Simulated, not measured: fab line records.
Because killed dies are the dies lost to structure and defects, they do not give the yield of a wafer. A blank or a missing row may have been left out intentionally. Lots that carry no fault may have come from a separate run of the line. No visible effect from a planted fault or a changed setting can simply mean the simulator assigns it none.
Chamber matching	flow nand harc	rie diel-04 running NHARC_A_BONDPAD_STRIP_15: 4 sister chambers
The step strips in O2. 36 wafers are shown with their chamber, then 12 later ones without.

EACH WAFER AND ITS CHAMBER
wafer	chamber	showerhead plenum p Torr (Torr)	drypump motor current A (A)	oes product au (a.u.)
L075.1	1	3.52	5.1	0.998
L075.2	3	3.56	5.5	0.998
L075.3	2	3.65	6.7	0.993
L076.2	2	3.65	6.7	0.986
L076.3	1	3.52	5.1	0.993
L076.4	3	3.56	5.5	1.006
L077.1	2	3.65	6.7	0.989
L077.5	3	3.56	5.5	0.988
L077.6	0	3.53	6.1	0.993
L079.1	1	3.52	5.1	1.005
L079.2	2	3.65	6.7	0.991
L079.3	3	3.56	5.5	0.995
L081.1	0	3.53	6.0	0.986
L081.3	1	3.52	5.1	1.000
L081.4	1	3.52	5.1	0.993
L080.1	1	3.52	5.1	1.004
L080.4	3	3.56	5.6	0.998
L080.5	1	3.52	5.1	0.997
L084.1	3	3.56	5.5	1.005
L084.5	3	3.56	5.5	1.001
L084.6	2	3.65	6.7	1.003
L087.3	2	3.65	6.7	0.991
L087.4	1	3.52	5.1	0.990
L087.5	2	3.65	6.7	1.005
L088.2	2	3.65	6.7	0.995
L088.4	1	3.52	5.1	1.006
L088.6	0	3.53	6.1	0.994
L091.1	1	3.52	5.1	1.005
L091.5	2	3.65	6.7	1.000
L091.6	3	3.56	5.6	1.001
L090.1	1	3.52	5.1	1.000
L090.2	0	3.53	6.0	0.994
L090.6	3	3.56	5.6	0.994
L092.2	2	3.64	6.7	0.999
L092.3	1	3.52	5.1	0.994
L092.4	0	3.53	6.1	1.003

SIGNATURES (averages over the wafers above)
reading	chamber 0	chamber 1	chamber 2	chamber 3	scatter within a chamber
showerhead plenum p Torr	3.5300	3.5200	3.6490	3.5600	0.00168
drypump motor current A	6.060	5.100	6.700	5.533	0.0316
oes product au	0.99400	0.99875	0.99520	0.99844	0.00583
Rule: for each reading, subtract the chamber's mean from the wafer's reading, divide by that reading's scatter and square the result; add these up over the readings and take the root, which gives the wafer's distance from the chamber. The wafer belongs to the nearest chamber; if the next one is less than 2 further off, it can't be placed. The scatter: the root of (the sum of the squares of (reading less its chamber's mean) over the shown wafers, divided by (wafers less chambers)).

WAFERS MISSING THEIR CHAMBER
wafer	showerhead plenum p Torr (Torr)	drypump motor current A (A)	oes product au (a.u.)
L094.1	3.53	6.0	1.012
L094.2	3.56	5.5	0.998
L094.6	3.65	6.7	1.005
L097.3	3.56	5.5	1.012
L097.4	3.64	6.7	1.014
L097.6	3.52	6.0	1.013
L095.1	3.64	6.7	0.999
L095.2	3.56	5.5	1.000
L095.3	3.52	6.1	1.005
L096.2	3.52	5.1	0.999
L096.5	3.52	6.0	1.012
L096.6	3.52	5.1	1.009

WHICH CHAMBER EACH ONE RAN IN
wafer	from the rows above	in truth
L094.1	0	0
L094.2	3	3
L094.6	2	2
L097.3	3	3
L097.4	2	2
L097.6	0	0
L095.1	2	2
L095.2	3	3
L095.3	0	0
L096.2	1	1
L096.5	0	0
L096.6	1	1
Placed correctly: 12 of 12. Can't be placed from these rows: 0. Placed wrongly: 0.
